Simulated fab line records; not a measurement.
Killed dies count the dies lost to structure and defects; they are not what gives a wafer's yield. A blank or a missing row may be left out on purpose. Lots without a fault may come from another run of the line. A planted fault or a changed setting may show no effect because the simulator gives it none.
Comparing a struck lot with a sound one    flow n5 finfet    38 out of 1938 route steps
Sound: wafers L716.1, L716.4, L716.6. Wafers L710.2, L710.5, L710.6 were the ones struck. The cause comes at the end.
For every step that has rows: the tool of each side, followed by ch and its chambers, followed by its first start. Under that, the readings that differ: sound wafers    struck wafers    difference of the means    sigmas: that difference in standard deviations of wafers without a fault.
alike: readings with means less than 2 such deviations apart, plus words and numbers identical on both sides. not compared: withheld readings, readings lacking a value on some wafer, bounds such as >300 that could conceal the same value, and numbers that have no deviation in the record and whose values overlap.
A row with sigmas, a row that says differs or no value, or rows on one side alone: a step with any of these is where the two part. Numbers that have no deviation but don't overlap get no sigmas and don't part them. A reading missing from all wafers of one side parts the sides only when that side holds two or more wafers.

first, 11 steps without rows for these wafers: N5_BEOL_M0_SAQP_STRIP_108 (strips in N2/H2); N5_BEOL_M0_SAQP_RECESS_109 (chemistry HF/NH3, target SiO2, target depth 3 nm, afs cycles 1, sublimation time 60 s); N5_BEOL_M0_SAQP_SPACER2_ALD_26 (deposits SiO2, target thk 15 nm, pulse time 1 s, purge time 2 s); N5_BEOL_M0_SAQP_SPACER2_ETCHBACK_27 (etches SiO2 in CHF3/O2, target depth 22.5 nm, time 11.25 s); N5_BEOL_M0_SAQP_MANDREL2_REMOVE_110 (chemistry HBr/Cl2/O2, target a-Si, stops on SiCN, bt time 10 s); N5_BEOL_M0_SAQP_COAT_69 (time 60 s, resist thk 90 nm); N5_BEOL_M0_SAQP_COAT_72 (time 60 s, resist thk 15 nm); N5_BEOL_M0_SAQP_COAT_87 (time 60 s, resist thk 5 nm); N5_BEOL_M0_SAQP_COAT_34 (resist thk 30 nm); N5_BEOL_M0_SAQP_EBR_36; N5_BEOL_M0_SAQP_SOFTBAKE_35 (time 60 s).
N5_BEOL_M0_SAQP_EXPOSE_37: exposes mask M0 CUT1, target cd 30 nm.
  sound on euv scanner-01 ch 0, day 10 20:01; struck on euv scanner-02 ch 0, day 9 13:31
reading                               sound        struck       difference  sigmas
model.BEOL_M0_SAQP.overlay x nm (nm)  0.8 0.8 0.8  8.8 8.8 8.8  +8.0        
  alike: mask
then, 2 steps without rows for these wafers: N5_BEOL_M0_SAQP_PEB_38 (peb time 60 s); N5_BEOL_M0_SAQP_DEVELOP_39 (develop time 30 s).
N5_BEOL_M0_SAQP_OVL_MEAS_41:
  sound on overlay-01 ch 0, day 10 20:11; struck on overlay-01 ch 0, day 9 13:41
reading           sound        struck        difference  sigmas
M0_CUT1_OVL (nm)  0.5 0.9 0.7  10.1 9.4 9.3  +8.9        +14
then, 21 steps without rows for these wafers: N5_BEOL_M0_SAQP_DESCUM_45 (chemistry O2, time 7 s); N5_BEOL_M0_SAQP_ETCH_88 (etches underlayer in N2/H2, target depth 6.5 nm, time 5.2 s); N5_BEOL_M0_SAQP_ETCH_73 (etches SiARC in CF4, target depth 19.5 nm, time 32.5 s); N5_BEOL_M0_SAQP_CUT_ETCH_46 (etches SOC in N2/H2, target depth 135 nm, overetch 27 nm, time 202.5 s); N5_BEOL_M0_SAQP_STRIP_74 (strips in N2/H2); N5_BEOL_M0_SAQP_STRIP_89 (strips in N2/H2); N5_BEOL_M0_SAQP_ALD_48 (deposits SiO2, target thk 20 nm, pulse time 1 s, co reactant pulse time 1 s); N5_BEOL_M0_SAQP_ETCH_49 (etches SiO2 in CF4/O2, target depth 37 nm); N5_BEOL_M0_SAQP_STRIP_75 (strips in CF4); N5_BEOL_M0_CUTY_COAT_50 (time 60 s, resist thk 15 nm); N5_BEOL_M0_CUTY_COAT_51 (resist thk 150 nm); N5_BEOL_M0_CUTY_EBR_52; N5_BEOL_M0_CUTY_SOFTBAKE_53 (time 60 s); N5_BEOL_M0_CUTY_EXPOSE_54 (exposes mask M0 ABLK); N5_BEOL_M0_CUTY_PEB_55 (peb time 60 s); N5_BEOL_M0_CUTY_DEVELOP_56 (develop time 30 s); N5_BEOL_M0_CUTY_DESCUM_61 (chemistry O2, time 7.9 s); N5_BEOL_M0_CUTY_ETCH_62 (etches SiARC in CF4, time 58.5 s); N5_BEOL_M0_CUTY_ETCH_63 (etches SOC in N2/H2, target depth 82.7 nm, overetch 16.5 nm, time 124 s); N5_BEOL_M0_CUTY_STRIP_64 (strips in N2/H2); N5_BEOL_M0_ETCH_138 (etches SiCN in CH3F/O2, target depth 12 nm, time 31.6 s).
-- the record jumps here: 2 days lie between the struck wafers' starts before and after (it left off in module BEOL_M0 and takes up again in module BEOL_M4, whose first step shown is number 1111 of the route) --
N5_BEOL_M4_RC_MEAS_101:
  sound on prober-01 ch 0, day 13 10:44; struck on prober-02 ch 0, day 11 21:12
  alike: DIBL_N, DIBL_P, IOFF_N, IOFF_P, ION_N, ION_P, SS_N, SS_P, VT_N, VT_P
-- a jump in the record: the struck wafers' starts before and after are 4 days apart (it breaks off in module BEOL_M4 and resumes in module PASSIVATION, where the first step shown is number 1936 of the route) --
N5_PASSIVATION_PROBE_49:
  sound on prober-02 at day 18 01:31; struck on prober-02 at day 16 06:43
reading                   sound           struck          difference  sigmas
defect limited yield (%)  92.3 89.9 88.8  2.3 4.2 3.0     -87.2       -62
killed_at_M0_to_M3        21 28 30        1104 1074 1071  +1057       +88
killed dies               91 119 132      1153 1130 1145  +1029       +61
killed on rim             11 10 16        149 150 146     +136        +31
sort_bin_5_function (%)   4.7 6.1 6.7     47.8 50.6 49.7  +43.5       +46
sort n pass               1089 1061 1048  27 50 35        -1029       -61
sort yield pct (%)        92.3 89.9 88.8  2.3 4.2 3.0     -87.2       -58
  alike: killed_at_M4_up, killed at contacts, killed at front end, killed at other, killed open, killed short, sort_bin_6_memory

## WHERE THEY PART
At N5_BEOL_M0_SAQP_OVL_MEAS_41 first; at N5_PASSIVATION_PROBE_49 last (within this record only).

WHY: the cause the simulator had injected
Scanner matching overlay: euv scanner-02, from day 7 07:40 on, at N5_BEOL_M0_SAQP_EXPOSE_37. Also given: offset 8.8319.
